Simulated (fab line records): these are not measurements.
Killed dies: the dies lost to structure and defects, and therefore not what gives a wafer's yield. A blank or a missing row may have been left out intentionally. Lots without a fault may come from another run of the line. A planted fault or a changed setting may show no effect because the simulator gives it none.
Matching of chambers | flow nand harc | 4 sister chambers for NHARC_A_STAIRCASE_TRIM_20 on rie diel-04
The step chemistry O2, time 211.2 s. 8 wafers are shown with their chamber, then 8 later ones without.

== WAFERS, EACH WITH ITS CHAMBER ==
wafer  | chamber | showerhead plenum p Torr (Torr) | throttle valve pct (%)
L075.1 | 2       | 3.61                            | 17.034
L084.2 | 2       | 3.59                            | 17.032
L083.3 | 1       | 3.62                            | 17.023
L083.6 | 3       | 3.46                            | 17.026
L093.1 | 1       | 3.60                            | 17.033
L093.3 | 0       | 3.63                            | 17.046
L093.5 | 0       | 3.63                            | 17.049
L095.1 | 3       | 3.44                            | 17.040

== WAFERS MISSING THEIR CHAMBER ==
wafer  | showerhead plenum p Torr (Torr) | throttle valve pct (%)
L095.2 | 3.57                            | 17.024
L095.3 | 3.62                            | 17.043
L094.2 | 3.59                            | 17.044
L094.5 | 3.62                            | 17.011
L094.6 | 3.44                            | 17.039
L096.2 | 3.62                            | 17.041
L096.5 | 3.59                            | 17.028
L096.6 | 3.62                            | 17.037

== CHAMBER TAKEN BY EACH ==
wafer  | from the rows above          | in truth
L095.2 | can't be placed: 2 or 1      | 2
L095.3 | can't be placed: 0 or 2 or 1 | 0
L094.2 | can't be placed: 2 or 1 or 0 | 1
L094.5 | can't be placed: 1 or 2      | 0
L094.6 | 3                            | 3
L096.2 | can't be placed: 0 or 2 or 1 | 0
L096.5 | can't be placed: 2 or 1      | 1
L096.6 | can't be placed: 1 or 2 or 0 | 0
1 of 8 placed correctly. Can't be placed from these rows: 7 (the true chamber is among the candidates in 6). Number placed wrongly: 0.
How it was worked out, from the rows above alone: a wafer's distance from a chamber is the root of the sum, over the readings, of the square of ((its reading less the chamber's mean) divided by the reading's scatter). The wafer belongs to the nearest chamber; if the next one is less than 2 further off, it can't be placed. For every chamber, the mean is computed from those of its wafers that are shown. The scatter is the square root of a quotient: the sum, over the shown wafers, of each reading's squared deviation from its chamber's mean, divided by wafers minus chambers.
